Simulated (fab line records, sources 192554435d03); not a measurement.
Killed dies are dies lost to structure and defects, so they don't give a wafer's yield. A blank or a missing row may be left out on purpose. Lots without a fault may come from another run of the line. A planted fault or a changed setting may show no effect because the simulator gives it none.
Chamber matching | flow n5_finfet | N5_BEOL_M2_ETCH_74 on rie_diel-02: 4 sister chambers
The step etches underlayer in N2/H2, target depth 6.5 nm, time 5.2 s. 4 wafers are shown with their chamber, then 8 later ones without.

WAFERS WITH THEIR CHAMBER
wafer  | chamber | showerhead_plenum_p_Torr (Torr)
L074.2 | 2       | 2.49
L090.1 | 0       | 2.33
L090.6 | 3       | 2.45
L091.1 | 1       | 2.64

WAFERS WITHOUT THEIR CHAMBER
wafer  | showerhead_plenum_p_Torr (Torr)
L091.3 | 2.48
L091.5 | 2.48
L092.1 | 2.64
L092.2 | 2.48
L092.6 | 2.48
L093.1 | 2.64
L093.4 | 2.45
L093.5 | 2.64

WHICH CHAMBER EACH WENT THROUGH
wafer  | from the rows above | in truth
L091.3 | 2                   | 2
L091.5 | 2                   | 2
L092.1 | 1                   | 1
L092.2 | 2                   | 2
L092.6 | 2                   | 2
L093.1 | 1                   | 1
L093.4 | 3                   | 3
L093.5 | 1                   | 1
Placed correctly: 8 of 8. Can't be placed from these rows: 0. Placed wrongly: 0.
How it was worked out, from the rows above alone: a wafer's distance from a chamber is the root of the sum, over the readings, of the square of ((its reading less the chamber's mean) divided by the reading's scatter). The wafer belongs to the nearest chamber; if the next one is less than 2 further off, it can't be placed. A chamber's mean is the mean of its shown wafers. The scatter: with one shown wafer a chamber, the root of the mean of the squares of how far each hidden wafer lies from its nearest shown one.
